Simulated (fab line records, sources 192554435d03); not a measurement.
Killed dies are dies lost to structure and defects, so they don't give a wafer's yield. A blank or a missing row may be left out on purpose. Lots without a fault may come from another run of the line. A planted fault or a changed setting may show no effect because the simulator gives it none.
Which tool did it? | flow n5_finfet | 12 lots, 36 wafers sampled, at 5 steps of a route of 1938

WHAT THE GAUGES READ, wafer by wafer
N5_BEOL_M6_THK_MEAS_01.
lot  | measured     | on            | M6_ILD_THK (nm)
L075 | day 8 21:59  | film_metro-02 | 152.8 150.8 154.9
L077 | day 9 18:46  | film_metro-02 | 151.4 152.8 154.5
L079 | day 10 01:36 | film_metro-02 | 152.1 152.7 155.9
L078 | day 10 03:15 | film_metro-02 | 153.6 156.8 154.2
L083 | day 10 16:37 | film_metro-01 | 151.6 154.9 154.5
L085 | day 11 19:26 | film_metro-02 | 153.9 152.7 156.4
L086 | day 12 04:41 | film_metro-02 | 156.8 155.4 155.2
L091 | day 12 10:19 | film_metro-01 | 153.3 155.4 156.5
L090 | day 12 15:19 | film_metro-02 | 154.6 156.4 155.6
L092 | day 13 13:11 | film_metro-01 | 157.4 158.3 155.7
L096 | day 14 11:19 | film_metro-02 | 150.9 155.6 153.7
L097 | day 14 15:25 | film_metro-01 | 156.2 157.9 155.9

WHICH TOOL RAN EACH LOT (tool, then ch and the chambers of the sampled wafers, then the start)
lot  | N5_BEOL_M5_STRIP_64                | N5_BEOL_M5_STRIP_36                | N5_BEOL_M5_ANNEAL_82         | N5_BEOL_M5_SPUTTER_88
L075 | rie_diel-02 ch 0,1,2, day 8 12:47  | rie_diel-02 ch 1,2,3, day 8 13:53  | pvd_sputter-01, day 8 17:01  | pvd_sputter-01, day 8 19:07
L077 | rie_diel-02 ch 0,1,3, day 9 08:03  | rie_diel-02 ch 1,2,3, day 9 10:49  | pvd_sputter-02, day 9 13:49  | pvd_sputter-02, day 9 15:55
L079 | rie_diel-03 ch 0,1,2, day 9 15:01  | rie_diel-03 ch 0,1,2, day 9 17:56  | pvd_sputter-01, day 9 20:40  | pvd_sputter-01, day 9 22:46
L078 | rie_diel-01 ch 0,3, day 9 15:52    | rie_diel-03 ch 1,2, day 9 18:19    | pvd_sputter-03, day 9 22:09  | pvd_sputter-03, day 10 00:14
L083 | rie_diel-03 ch 0,3, day 10 07:08   | rie_diel-02 ch 1,3, day 10 08:09   | pvd_sputter-01, day 10 11:12 | pvd_sputter-01, day 10 13:17
L085 | rie_diel-02 ch 1,2,3, day 11 08:13 | rie_diel-03 ch 0,1,3, day 11 11:34 | pvd_sputter-01, day 11 14:04 | pvd_sputter-01, day 11 16:10
L086 | rie_diel-02 ch 1,2,3, day 11 17:40 | rie_diel-02 ch 1,2,3, day 11 20:18 | pvd_sputter-03, day 11 23:15 | pvd_sputter-03, day 12 01:20
L091 | rie_diel-01 ch 0,3, day 12 00:35   | rie_diel-02 ch 0,2, day 12 01:46   | pvd_sputter-03, day 12 04:57 | pvd_sputter-03, day 12 07:03
L090 | rie_diel-03 ch 0,3, day 12 03:29   | rie_diel-01 ch 0,2,3, day 12 06:34 | pvd_sputter-02, day 12 09:37 | pvd_sputter-02, day 12 11:43
L092 | rie_diel-03 ch 1,2,3, day 13 02:50 | rie_diel-02 ch 0,1,3, day 13 03:44 | pvd_sputter-03, day 13 07:58 | pvd_sputter-03, day 13 10:03
L096 | rie_diel-03 ch 0,1,3, day 14 01:08 | rie_diel-02 ch 1,3, day 14 03:23   | pvd_sputter-01, day 14 05:56 | pvd_sputter-01, day 14 08:01
L097 | rie_diel-01 ch 0,2,3, day 14 05:11 | rie_diel-02 ch 0,2, day 14 07:41   | pvd_sputter-01, day 14 10:32 | pvd_sputter-01, day 14 12:38
- N5_BEOL_M5_STRIP_64: strips in CF4.
- N5_BEOL_M5_STRIP_36: strips in N2/H2.
- N5_BEOL_M5_ANNEAL_82: time 1800 s.
- N5_BEOL_M5_SPUTTER_88: material Cu, target thk 15 nm, time 27.62 s.

THE ANSWER, worked out from the rows above alone
Rule: what is usual is taken from the lots themselves. Put in order of their means at a reading, lots are off if they are a third of the lots or fewer, leave a main group of 4 or more, and stand apart from it by a gap of 3 or more times the standard deviation of the main group's means; of several such gaps the widest counts. A main group whose means are all the same, to the digits that the tables above print for the reading, isn't used. A lot without any number at a reading at which 4 lots or more have one is off too. The other lots that the step has rows for count as sound.
No lot is off at any reading shown: from this, nothing can be told.

WHAT THE SIMULATOR HAD PUT IN
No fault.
